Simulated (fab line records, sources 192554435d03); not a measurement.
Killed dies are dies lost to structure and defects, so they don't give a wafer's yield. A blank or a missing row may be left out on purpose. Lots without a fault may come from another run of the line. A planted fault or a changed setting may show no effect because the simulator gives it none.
Chamber matching | flow n5_finfet | N5_BEOL_M5_PECVD_70 on pecvd-02: 3 sister chambers
The step deposits SiO2 from TEOS/O2, target thk 16 nm, time 18 s. 6 wafers are shown with their chamber, then 10 later ones without.

WAFERS WITH THEIR CHAMBER
wafer  | chamber | throttle_valve_pct (%) | showerhead_plenum_p_Torr (Torr)
L085.2 | 2       | 21.7                   | 8.91
L085.6 | 0       | 21.2                   | 8.88
L087.5 | 1       | 23.7                   | 8.78
L087.6 | 0       | 21.1                   | 8.90
L088.4 | 1       | 24.0                   | 8.78
L088.5 | 2       | 21.6                   | 8.90

WAFERS WITHOUT THEIR CHAMBER
wafer  | throttle_valve_pct (%) | showerhead_plenum_p_Torr (Torr)
L088.6 | 21.2                   | 8.86
L093.2 | 23.5                   | 8.75
L093.3 | 21.6                   | 8.87
L093.6 | 21.9                   | 8.90
L095.2 | 22.0                   | 8.89
L095.4 | 21.9                   | 8.88
L095.5 | 23.8                   | 8.78
L096.1 | 21.8                   | 8.90
L096.4 | 23.7                   | 8.77
L096.6 | 21.4                   | 8.86

WHICH CHAMBER EACH WENT THROUGH
wafer  | from the rows above     | in truth
L088.6 | 0                       | 0
L093.2 | 1                       | 1
L093.3 | can't be placed: 2 or 0 | 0
L093.6 | 2                       | 2
L095.2 | 2                       | 2
L095.4 | 2                       | 2
L095.5 | 1                       | 1
L096.1 | 2                       | 2
L096.4 | 1                       | 1
L096.6 | can't be placed: 0 or 2 | 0
Placed correctly: 8 of 10. Can't be placed from these rows: 2 (the true chamber is among the candidates in 2). Placed wrongly: 0.
How it was worked out, from the rows above alone: a wafer's distance from a chamber is the root of the sum, over the readings, of the square of ((its reading less the chamber's mean) divided by the reading's scatter). The wafer belongs to the nearest chamber; if the next one is less than 2 further off, it can't be placed. A chamber's mean is the mean of its shown wafers. The scatter: the root of (the sum of the squares of (reading less its chamber's mean) over the shown wafers, divided by (wafers less chambers)).
